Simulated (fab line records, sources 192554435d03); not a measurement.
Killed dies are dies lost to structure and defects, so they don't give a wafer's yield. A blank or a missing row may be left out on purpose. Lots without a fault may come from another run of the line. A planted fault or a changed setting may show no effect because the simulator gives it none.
Split-lot experiment | flow n5_finfet | 7 lots, 21 wafers read, on a route of 1938 steps

THE SPLIT
At N5_DUMMY_GATE_COAT_35 (time 60 s, resist thk 10 nm), the setting spin_rpm was moved away from the recipe's 1500 rpm on 9 of the 21 wafers read, by -9.5% to +10.5%. The other wafers ran this setting at the recipe's value.

The reading is taken at the split's own step.

THE READING
SiARC_of_DUMMY_GATE_COAT_35.thk_nm (the simulator's own value, which no gauge read), in nm, at N5_DUMMY_GATE_COAT_35 (time 60 s, resist thk 10 nm). The file gives no usual value for it.

wafer  | tool, chamber at the split | spin_rpm as run, rpm | against the recipe | SiARC_of_DUMMY_GATE_COAT_35.thk_nm, nm | against lot-mates on the recipe
L079.1 | litho_track-04, 0          | 1358                 | -9.5%              | 10.4                                   | +0.4
L079.3 | litho_track-04, 0          | 1358                 | -9.5%              | 10.4                                   | +0.4
L079.6 | litho_track-04, 0          | 1500                 | recipe             | 10                                     | -
L080.1 | litho_track-05, 0          | 1500                 | recipe             | 10                                     | -
L080.4 | litho_track-05, 0          | 1500                 | recipe             | 10                                     | -
L080.2 | litho_track-05, 0          | 1545                 | +3.0%              | 9.8                                    | -0.2
L082.3 | litho_track-04, 0          | 1500                 | recipe             | 10                                     | -
L082.4 | litho_track-04, 0          | 1500                 | recipe             | 10                                     | -
L082.5 | litho_track-04, 0          | 1658                 | +10.5%             | 9.6                                    | -0.4
L083.2 | litho_track-02, 0          | 1500                 | recipe             | 10                                     | -
L083.3 | litho_track-02, 0          | 1500                 | recipe             | 10                                     | -
L083.6 | litho_track-02, 0          | 1500                 | recipe             | 10                                     | -
L090.3 | litho_track-02, 0          | 1410                 | -6.0%              | 10.4                                   | no lot-mate on the recipe
L090.5 | litho_track-02, 0          | 1410                 | -6.0%              | 10.2                                   | no lot-mate on the recipe
L090.6 | litho_track-02, 0          | 1410                 | -6.0%              | 10.2                                   | no lot-mate on the recipe
L092.1 | litho_track-05, 0          | 1500                 | recipe             | 10                                     | -
L092.5 | litho_track-05, 0          | 1500                 | recipe             | 10                                     | -
L092.6 | litho_track-05, 0          | 1500                 | recipe             | 10                                     | -
L096.2 | litho_track-02, 0          | 1446                 | -3.6%              | 10.2                                   | +0.2
L096.3 | litho_track-02, 0          | 1446                 | -3.6%              | 10.2                                   | +0.2
L096.6 | litho_track-02, 0          | 1500                 | recipe             | 10                                     | -

THE FIT
A straight line over all 21 wafers: SiARC_of_DUMMY_GATE_COAT_35.thk_nm changes by -0.0427 nm for each +1% of spin_rpm; r = -0.97; the points scatter about the line by 0.045 nm.
The same after taking each lot's own level away (the mean of its wafers on the recipe; 18 wafers): -0.0424 nm for each +1%; r = -0.99; scatter 0.027 nm.
On that fit, the largest move of spin_rpm shifts the reading by 0.45 nm.
The lots' own levels span 10.00 to 10.00 nm.
So the lot-to-lot level changes the slope little: the two slopes agree.
Check: with one of the wafers moved furthest among these (+10.5%) left out of the fit, the line predicts -0.479 nm for it against its lot-mates. It came out at -0.4 nm against them.

OTHER SPLITS ON THESE WAFERS
These wafers also went through other splits before the reading. Each is held against what the fit with the lots' levels taken away leaves over:
other split on the same wafers            | wafers away from the commonest value | r with SiARC_of_DUMMY_GATE_COAT_35.thk_nm (lot level and that fit taken away)
N5_ZERO_LAYER_ETCH_18 icp_w               | 5                                    | +0.15
N5_WELL_APT_COAT_02 spin_rpm              | 6                                    | +0.14
N5_PMOS_HMC_CHANNEL_EPI_COAT_31 spin_rpm  | 8                                    | +0.23
N5_PMOS_HMC_CHANNEL_EPI_PEB_07 peb_temp_c | 6                                    | +0.14
N5_FIN_SAQP_ETCH_65 time_s                | 9                                    | -0.27

THE FILE'S OWN FIT
SiARC_of_DUMMY_GATE_COAT_35.thk_nm changes by -0.0419 nm for each +1% of spin_rpm, r = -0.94.
